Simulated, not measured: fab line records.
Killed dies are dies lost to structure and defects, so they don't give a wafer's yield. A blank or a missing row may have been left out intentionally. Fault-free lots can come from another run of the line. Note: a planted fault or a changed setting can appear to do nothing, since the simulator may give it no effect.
Matching of chambers :: flow n5_finfet :: 4 sister chambers for N5_BEOL_M4_DESCUM_16 on rie_diel-05
The step chemistry O2, time 7 s. 8 wafers are shown with their chamber, then 9 later ones without.

## WAFERS WITH THEIR CHAMBER
wafer: L075.3
chamber: 0
drypump_motor_current_A (A): 5.7
showerhead_plenum_p_Torr (Torr): 2.07

wafer: L082.1
chamber: 3
drypump_motor_current_A (A): 5.2
showerhead_plenum_p_Torr (Torr): 2.05

wafer: L082.5
chamber: 0
drypump_motor_current_A (A): 5.7
showerhead_plenum_p_Torr (Torr): 2.07

wafer: L083.2
chamber: 3
drypump_motor_current_A (A): 5.2
showerhead_plenum_p_Torr (Torr): 2.04

wafer: L088.5
chamber: 1
drypump_motor_current_A (A): 5.2
showerhead_plenum_p_Torr (Torr): 2.07

wafer: L087.1
chamber: 2
drypump_motor_current_A (A): 5.6
showerhead_plenum_p_Torr (Torr): 2.17

wafer: L087.5
chamber: 1
drypump_motor_current_A (A): 5.2
showerhead_plenum_p_Torr (Torr): 2.07

wafer: L087.6
chamber: 2
drypump_motor_current_A (A): 5.7
showerhead_plenum_p_Torr (Torr): 2.17

## WAFERS WITH NO CHAMBER GIVEN
wafer: L089.2
drypump_motor_current_A (A): 5.7
showerhead_plenum_p_Torr (Torr): 2.06

wafer: L089.5
drypump_motor_current_A (A): 5.7
showerhead_plenum_p_Torr (Torr): 2.06

wafer: L089.6
drypump_motor_current_A (A): 5.2
showerhead_plenum_p_Torr (Torr): 2.07

wafer: L091.1
drypump_motor_current_A (A): 5.7
showerhead_plenum_p_Torr (Torr): 2.06

wafer: L091.2
drypump_motor_current_A (A): 5.2
showerhead_plenum_p_Torr (Torr): 2.07

wafer: L091.6
drypump_motor_current_A (A): 5.2
showerhead_plenum_p_Torr (Torr): 2.07

wafer: L095.1
drypump_motor_current_A (A): 5.2
showerhead_plenum_p_Torr (Torr): 2.07

wafer: L095.2
drypump_motor_current_A (A): 5.7
showerhead_plenum_p_Torr (Torr): 2.16

wafer: L095.6
drypump_motor_current_A (A): 5.7
showerhead_plenum_p_Torr (Torr): 2.06

## THE CHAMBER EACH PASSED THROUGH
wafer: L089.2
from the rows above: 0
in truth: 0

wafer: L089.5
from the rows above: 0
in truth: 0

wafer: L089.6
from the rows above: 1
in truth: 1

wafer: L091.1
from the rows above: 0
in truth: 0

wafer: L091.2
from the rows above: 1
in truth: 1

wafer: L091.6
from the rows above: 1
in truth: 1

wafer: L095.1
from the rows above: 1
in truth: 1

wafer: L095.2
from the rows above: 2
in truth: 2

wafer: L095.6
from the rows above: 0
in truth: 0
9 of 9 placed correctly. Number that these rows cannot place: 0. 0 placed wrongly.
How it was worked out, from the rows above alone: a wafer's distance from a chamber is the root of the sum, over the readings, of the square of ((its reading less the chamber's mean) divided by the reading's scatter). If the next closest chamber is less than 2 further off than the closest, the wafer can't be placed; otherwise it belongs to the closest. For every chamber, the mean is computed from those of its wafers that are shown. How the scatter is found: for the shown wafers, subtract from each reading the mean of its chamber, square and add these, divide the total by (wafers less chambers), then take the root.
